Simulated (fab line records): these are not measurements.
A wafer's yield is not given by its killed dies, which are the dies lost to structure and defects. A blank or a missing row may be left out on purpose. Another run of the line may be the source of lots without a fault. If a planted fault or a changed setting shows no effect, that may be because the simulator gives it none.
Chamber matching / flow nand-harc / rie-diel-06 running NHARC_A_STAIRCASE_TRIM_229: 4 sister chambers
The step chemistry O2, time 211.2 s. 4 wafers are shown with their chamber, then 7 later ones without.

== WAFERS WITH THEIR CHAMBER ==
wafer=L084.6; chamber=3; showerhead-plenum-p-Torr (Torr)=3.51
wafer=L086.2; chamber=2; showerhead-plenum-p-Torr (Torr)=3.54
wafer=L085.3; chamber=1; showerhead-plenum-p-Torr (Torr)=3.27
wafer=L085.4; chamber=0; showerhead-plenum-p-Torr (Torr)=3.39

== WAFERS MISSING THEIR CHAMBER ==
wafer=L085.5; showerhead-plenum-p-Torr (Torr)=3.27
wafer=L088.1; showerhead-plenum-p-Torr (Torr)=3.53
wafer=L088.3; showerhead-plenum-p-Torr (Torr)=3.38
wafer=L088.6; showerhead-plenum-p-Torr (Torr)=3.38
wafer=L095.2; showerhead-plenum-p-Torr (Torr)=3.52
wafer=L095.4; showerhead-plenum-p-Torr (Torr)=3.49
wafer=L095.5; showerhead-plenum-p-Torr (Torr)=3.79

== WHICH CHAMBER EACH ONE RAN IN ==
wafer=L085.5; from the rows above=can't be placed: 1 or 0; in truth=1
wafer=L088.1; from the rows above=can't be placed: 2 or 3 or 0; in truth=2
wafer=L088.3; from the rows above=can't be placed: 0 or 1 or 3 or 2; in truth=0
wafer=L088.6; from the rows above=can't be placed: 0 or 1 or 3 or 2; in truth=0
wafer=L095.2; from the rows above=can't be placed: 3 or 2 or 0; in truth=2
wafer=L095.4; from the rows above=can't be placed: 3 or 2 or 0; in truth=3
wafer=L095.5; from the rows above=can't be placed: 2 or 3 or 0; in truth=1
Correct placement for 0 of the 7. Cannot be placed on the basis of these rows: 7; the candidates contain the true chamber in 6. Placed wrongly: 0.
How it was worked out, from the rows above alone: a wafer's distance from a chamber is the root of the sum, over the readings, of the square of ((its reading less the chamber's mean) divided by the reading's scatter). The wafer belongs to the nearest chamber; if the next one is less than 2 further off, it can't be placed. A chamber's mean is the mean of its shown wafers. The scatter: root of mean squared gap, hidden wafer to nearest shown wafer, with one shown wafer a chamber.
